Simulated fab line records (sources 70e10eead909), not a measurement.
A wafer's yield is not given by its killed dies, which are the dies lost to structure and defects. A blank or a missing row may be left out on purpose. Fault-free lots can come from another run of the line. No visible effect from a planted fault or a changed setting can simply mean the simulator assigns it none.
Matching of chambers -- flow nand_harc -- NHARC_A_BONDPAD_ETCH_34 on rie_diel-11: 4 sister chambers
The step etches the open film in N2/H2, target depth 60 nm, overetch 18 nm, time 65.91 s. 4 wafers are shown with their chamber, then 7 later ones without.

WAFERS PAIRED WITH THEIR CHAMBERS
wafer,chamber,rf_vpp_V (V)
L771.6,1,431
L769.6,3,435
L778.1,0,426
L778.5,2,428

WAFERS WITH NO CHAMBER GIVEN
wafer,rf_vpp_V (V)
L778.6,429
L784.4,435
L784.5,428
L784.6,436
L783.1,431
L783.3,435
L783.4,427

CHAMBER TAKEN BY EACH
wafer,from the rows above,in truth
L778.6,can't be placed: 2 or 1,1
L784.4,3,3
L784.5,2,2
L784.6,3,3
L783.1,1,1
L783.3,3,3
L783.4,can't be placed: 0 or 2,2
Correct placement for 5 of the 7. These rows do not allow placing 2 (true chamber among the candidates in 2). Wrongly placed: 0.
How it was worked out, from the rows above alone: a wafer's distance from a chamber is the root of the sum, over the readings, of the square of ((its reading less the chamber's mean) divided by the reading's scatter). The wafer belongs to the nearest chamber; if the next one is less than 2 further off, it can't be placed. For every chamber, the mean is computed from those of its wafers that are shown. The scatter: root of mean squared gap, hidden wafer to nearest shown wafer, with one shown wafer a chamber.
